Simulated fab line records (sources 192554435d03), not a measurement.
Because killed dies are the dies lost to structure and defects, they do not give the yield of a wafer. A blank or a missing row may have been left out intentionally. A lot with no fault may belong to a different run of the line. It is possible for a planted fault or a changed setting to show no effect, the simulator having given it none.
Matching of chambers	flow n5-finfet	rie-diel-03 running N5_BEOL_M5_ETCH_68: 3 sister chambers
The step etches SOC in N2/H2, target depth 80 nm, overetch 16 nm, time 120 s. 14 wafers are shown with their chamber, then 5 later ones without.

WAFERS, EACH WITH ITS CHAMBER
wafer	chamber	showerhead-plenum-p-Torr (Torr)	oes-product-au (a.u.)	rf-vpp-V (V)
L078.1	3	2.53	0.57	523.1
L078.4	2	2.41	0.52	520.3
L078.6	0	2.48	0.68	521.5
L079.2	3	2.53	0.56	524.0
L079.3	0	2.48	0.68	523.1
L079.4	0	2.48	0.68	522.9
L082.1	0	2.48	0.66	522.1
L082.3	3	2.52	0.56	523.5
L082.6	0	2.48	0.66	523.2
L086.3	3	2.52	0.55	523.6
L086.5	3	2.52	0.56	523.1
L086.6	0	2.48	0.66	522.6
L092.3	3	2.52	0.56	522.7
L092.5	3	2.52	0.55	523.7

SIGNATURES (averages over the wafers above)
reading	chamber 0	chamber 2	chamber 3	scatter within a chamber
showerhead-plenum-p-Torr	2.4800	2.4100	2.5229	0.0036
oes-product-au	0.6700	0.5200	0.5586	0.00897
rf-vpp-V	522.567	520.300	523.386	0.55
Rule: distance of a wafer from a chamber = root of the sum over the readings of ((wafer's reading minus chamber's mean) / reading's scatter) squared. The wafer belongs to the nearest chamber; if the next one is less than 2 further off, it can't be placed. How the scatter is found: for the shown wafers, subtract from each reading the mean of its chamber, square and add these, divide the total by (wafers less chambers), then take the root.

WAFERS MISSING THEIR CHAMBER
wafer	showerhead-plenum-p-Torr (Torr)	oes-product-au (a.u.)	rf-vpp-V (V)
L093.1	2.47	0.64	523.4
L093.3	2.51	0.55	522.8
L093.6	2.47	0.64	523.1
L097.2	2.51	0.54	524.0
L097.6	2.72	0.72	527.3

WHICH CHAMBER EACH WENT THROUGH
wafer	from the rows above	in truth
L093.1	0	0
L093.3	3	3
L093.6	0	0
L097.2	3	3
L097.6	3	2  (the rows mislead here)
Placed correctly: 4 of 5. Left unplaced by these rows: 0. Placed wrongly: 1.
